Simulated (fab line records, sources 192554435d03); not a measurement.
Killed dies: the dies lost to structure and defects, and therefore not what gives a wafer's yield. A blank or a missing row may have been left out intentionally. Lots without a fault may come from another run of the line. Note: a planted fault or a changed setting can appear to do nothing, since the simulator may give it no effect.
Which tool was responsible? | flow n5-finfet | 10 lots, 30 wafers sampled, at 6 steps of a route of 1938

WHAT EACH GAUGE READ, for each wafer
N5_BEOL_M4_RC_MEAS_101. Usual: DIBL_N 35.9 mV/V, standard deviation 1.3; DIBL_P 35.9 mV/V, standard deviation 1.5; IOFF_N 0.152 nA/um, standard deviation 0.023; IOFF_P 0.204 nA/um, standard deviation 0.027; ION_N 673 uA/um, standard deviation 9.2; ION_P 462 uA/um, standard deviation 6.7; SS_N 71.4 mV/dec, standard deviation 0.48; SS_P 73.2 mV/dec, standard deviation 0.55; VT_N 250.3 mV, standard deviation 2.6; VT_P -250.6 mV, standard deviation 3.
lot  | measured     | on        | DIBL_N (mV/V)  | DIBL_P (mV/V)  | IOFF_N (nA/um)    | IOFF_P (nA/um)    | ION_N (uA/um) | ION_P (uA/um) | SS_N (mV/dec)  | SS_P (mV/dec)  | VT_N (mV)         | VT_P (mV)            | flag
L198 | day 8 18:44  | prober-01 | 35.9 35.3 34.9 | 36.2 35.8 36.1 | 0.177 0.163 0.159 | 0.208 0.198 0.204 | 682 679 676   | 458 459 464   | 71.3 71.8 70.8 | 73.9 73.7 73.1 | 246.9 248.9 248.7 | -250.4 -251.5 -252.7 |
L200 | day 9 18:23  | prober-02 | 36.5 35.0 36.1 | 37.3 36.3 37.1 | 0.167 0.150 0.163 | 0.198 0.182 0.197 | 677 679 680   | 461 452 462   | 70.8 71.0 71.5 | 74.3 73.0 73.2 | 249.8 252.0 248.3 | -253.7 -254.3 -251.2 |
L211 | day 12 07:56 | prober-01 | 33.9 34.1 33.2 | 35.3 36.2 34.6 | 0.152 0.156 0.136 | 0.208 0.231 0.201 | 688 682 681   | 474 474 471   | 71.3 71.0 70.4 | 72.8 73.3 72.7 | 248.7 250.0 250.0 | -248.8 -245.6 -249.4 |
L213 | day 12 12:38 | prober-02 | 33.7 37.4 35.2 | 32.6 37.8 34.0 | 0.112 0.179 0.140 | 0.168 0.235 0.181 | 658 677 664   | 463 469 458   | 71.3 71.4 71.7 | 72.2 74.2 72.9 | 254.1 249.8 250.1 | -251.2 -248.6 -250.5 |
L214 | day 13 14:47 | prober-01 | 36.5 36.6 36.1 | 36.9 37.0 36.0 | 0.146 0.141 0.139 | 0.178 0.178 0.168 | 671 660 674   | 459 451 457   | 70.9 70.4 71.4 | 73.0 72.9 73.4 | 250.3 250.9 249.9 | -251.8 -254.6 -253.8 |
L215 | day 13 14:14 | prober-02 | 34.5 33.8 35.7 | 36.0 35.6 37.6 | 0.143 0.137 0.164 | 0.198 0.187 0.223 | 681 665 681   | 470 466 467   | 71.5 71.2 71.5 | 73.3 73.1 73.5 | 252.2 253.1 249.4 | -248.9 -253.0 -251.9 |
L216 | day 13 17:34 | prober-01 | 36.5 35.8 36.4 | 36.4 35.8 36.3 | 0.174 0.162 0.172 | 0.228 0.218 0.228 | 688 681 677   | 471 469 468   | 71.9 72.0 71.1 | 72.9 72.9 72.5 | 246.3 248.6 245.5 | -248.1 -249.2 -247.2 |
L217 | day 13 17:28 | prober-02 | 36.1 36.2 35.4 | 36.0 36.6 35.8 | 0.162 0.164 0.149 | 0.183 0.187 0.176 | 675 668 669   | 454 455 452   | 71.9 72.0 71.4 | 73.0 73.8 73.1 | 250.0 248.5 250.2 | -253.1 -255.2 -256.0 |
L218 | day 14 01:35 | prober-02 | 35.1 35.0 35.1 | 35.8 36.8 36.6 | 0.128 0.132 0.138 | 0.167 0.175 0.171 | 669 668 672   | 455 454 456   | 71.1 71.7 71.8 | 73.3 73.4 73.2 | 255.3 253.2 252.9 | -254.2 -253.3 -257.5 |
L220 | day 14 22:47 | prober-02 | 35.3 35.2 35.9 | 34.3 34.4 35.3 | 0.134 0.130 0.146 | 0.219 0.216 0.240 | 657 667 678   | 466 471 477   | 71.6 71.4 71.1 | 73.2 72.1 73.7 | 252.8 249.9 251.0 | -247.0 -247.9 -244.7 |

TOOL THAT RAN EACH LOT (tool first, then ch and the chambers of the sampled wafers, then the start)
lot  | N5_BEOL_M1_SPUTTER_86        | N5_BEOL_M1_SPUTTER_92        | N5_BEOL_M1_SPUTTER_94        | N5_BEOL_M1_ECD_50              | N5_BEOL_M1_CMP_52
L198 | pvd-sputter-01, day 6 17:04  | pvd-sputter-01, day 6 17:43  | pvd-sputter-01, day 6 17:56  | ecd-cu-02 ch 0,1, day 6 18:17  | cmp-03 ch 0,2, day 6 18:39
L200 | pvd-sputter-03, day 7 01:56  | pvd-sputter-03, day 7 02:36  | pvd-sputter-03, day 7 02:49  | ecd-cu-02 ch 0,1, day 7 03:10  | cmp-04 ch 0,1,3, day 7 03:46
L211 | pvd-sputter-02, day 9 20:21  | pvd-sputter-02, day 9 21:01  | pvd-sputter-02, day 9 21:14  | ecd-cu-01 ch 0,1, day 9 21:34  | cmp-02 ch 1,2,3, day 9 22:01
L213 | pvd-sputter-03, day 10 07:47 | pvd-sputter-03, day 10 08:26 | pvd-sputter-03, day 10 08:40 | ecd-cu-01 ch 0,1, day 10 09:00 | cmp-04 ch 0,1,2, day 10 09:27
L214 | pvd-sputter-02, day 10 15:05 | pvd-sputter-02, day 10 15:45 | pvd-sputter-02, day 10 15:58 | ecd-cu-02 ch 0,1, day 10 16:19 | cmp-03 ch 0,1,2, day 10 16:43
L215 | pvd-sputter-02, day 10 16:56 | pvd-sputter-02, day 10 17:35 | pvd-sputter-02, day 10 17:49 | ecd-cu-02 ch 0,1, day 10 18:09 | cmp-03 ch 1,3, day 10 18:38
L216 | pvd-sputter-02, day 11 00:39 | pvd-sputter-02, day 11 01:19 | pvd-sputter-02, day 11 01:32 | ecd-cu-02 ch 0,1, day 11 01:53 | cmp-03 ch 2,3, day 11 02:14
L217 | pvd-sputter-02, day 11 03:34 | pvd-sputter-02, day 11 04:14 | pvd-sputter-02, day 11 04:27 | ecd-cu-01 ch 0,1, day 11 04:47 | cmp-04 ch 1,2,3, day 11 05:10
L218 | pvd-sputter-01, day 11 13:13 | pvd-sputter-01, day 11 13:52 | pvd-sputter-01, day 11 14:05 | ecd-cu-01 ch 0,1, day 11 14:26 | cmp-04 ch 1,2, day 11 14:52
L220 | pvd-sputter-02, day 11 22:20 | pvd-sputter-02, day 11 22:59 | pvd-sputter-02, day 11 23:13 | ecd-cu-01 ch 1, day 11 23:33   | cmp-02 ch 2,3, day 11 23:56
- N5_BEOL_M1_SPUTTER_86: material Cu, target thk 4.5 nm, time 8.29 s.
- N5_BEOL_M1_SPUTTER_92: material Cu, target thk 4.5 nm, time 8.29 s.
- N5_BEOL_M1_SPUTTER_94: material Cu, target thk 4.5 nm, time 8.29 s.
- N5_BEOL_M1_ECD_50: material Cu, target thk 300 nm.
- N5_BEOL_M1_CMP_52: polishes, stops on SiOC, t overpolish 6.8 s, target thk 40 nm.

WHAT THE TOOLS THEMSELVES READ (means of the sampled wafers that have a number; where no wafer has one, the mark that the record gives instead)
N5_BEOL_M1_SPUTTER_86. Usual: throttle-valve-pct 30.1 %, standard deviation 1.1.
lot  | tool           | throttle-valve-pct (%) | flag
L198 | pvd-sputter-01 | 29.6                   |
L200 | pvd-sputter-03 | 30.7                   |
L211 | pvd-sputter-02 | 30.7                   |
L213 | pvd-sputter-03 | 30.7                   |
L214 | pvd-sputter-02 | 31.6                   |
L215 | pvd-sputter-02 | 30.6                   |
L216 | pvd-sputter-02 | 30.7                   |
L217 | pvd-sputter-02 | 29.9                   |
L218 | pvd-sputter-01 | 29.2                   |
L220 | pvd-sputter-02 | 29.8                   |

N5_BEOL_M1_SPUTTER_92. Usual: throttle-valve-pct 30.1 %, standard deviation 1.1.
lot  | tool           | throttle-valve-pct (%) | flag
L198 | pvd-sputter-01 | 29.6                   |
L200 | pvd-sputter-03 | 30.8                   |
L211 | pvd-sputter-02 | 30.9                   |
L213 | pvd-sputter-03 | 30.6                   |
L214 | pvd-sputter-02 | 31.7                   |
L215 | pvd-sputter-02 | 30.7                   |
L216 | pvd-sputter-02 | 30.6                   |
L217 | pvd-sputter-02 | 29.9                   |
L218 | pvd-sputter-01 | 29.1                   |
L220 | pvd-sputter-02 | 29.9                   |

N5_BEOL_M1_SPUTTER_94. Usual: throttle-valve-pct 30.1 %, standard deviation 1.1.
lot  | tool           | throttle-valve-pct (%) | flag
L198 | pvd-sputter-01 | 29.6                   |
L200 | pvd-sputter-03 | 30.7                   |
L211 | pvd-sputter-02 | 30.7                   |
L213 | pvd-sputter-03 | 30.6                   |
L214 | pvd-sputter-02 | 31.6                   |
L215 | pvd-sputter-02 | 30.7                   |
L216 | pvd-sputter-02 | 30.5                   |
L217 | pvd-sputter-02 | 29.9                   |
L218 | pvd-sputter-01 | 29.0                   |
L220 | pvd-sputter-02 | 30.1                   |

N5_BEOL_M1_CMP_52. Usual: clearing-platen-down-force-psi 1.4995 psi, standard deviation 0.0029; motor-current-A 6.2 A, standard deviation 0.41; time-to-endpoint-s 61.8 s, standard deviation 2.6.
lot  | tool   | clearing-platen-down-force-psi (psi) | motor-current-A (A) | time-to-endpoint-s (s) | flag
L198 | cmp-03 | 1.4970                               | 6.6                 | 64.1                   |
L200 | cmp-04 | 1.4977                               | 6.0                 | 71.3                   | OFF
L211 | cmp-02 | 1.5019                               | 5.9                 | 59.9                   |
L213 | cmp-04 | 1.4989                               | 6.0                 | 63.1                   |
L214 | cmp-03 | 1.5003                               | 6.5                 | 64.7                   |
L215 | cmp-03 | 1.4998                               | 5.9                 | 64.4                   |
L216 | cmp-03 | 1.4972                               | 6.5                 | 62.0                   |
L217 | cmp-04 | 1.5013                               | 6.2                 | 66.4                   |
L218 | cmp-04 | 1.5014                               | 6.8                 | 63.6                   |
L220 | cmp-02 | 1.5007                               | 6.1                 | 60.3                   |

THE ANSWER, worked out from the rows above alone
Rule: take the mean of a lot's wafers that have a number; if it is more than 3 standard deviations from the usual mean, the lot is off. A lot without any number at a reading at which 4 lots or more have one is off too. All remaining lots with rows at the step are treated as sound. Order of review: gauges by route order, followed by the tools' own readings, for which a lot's mean as printed above is used. At the first step where some lot is off, the reading lying furthest off is the one used; lots without a number count as furthest.
Off, at N5_BEOL_M1_CMP_52 on time-to-endpoint-s: L200.
A tool fits if, at that step or a process step before it, it ran every lot that is off, and no sound lot after the first of them. Of those tried, none fits.

WHAT WAS PUT IN BY THE SIMULATOR
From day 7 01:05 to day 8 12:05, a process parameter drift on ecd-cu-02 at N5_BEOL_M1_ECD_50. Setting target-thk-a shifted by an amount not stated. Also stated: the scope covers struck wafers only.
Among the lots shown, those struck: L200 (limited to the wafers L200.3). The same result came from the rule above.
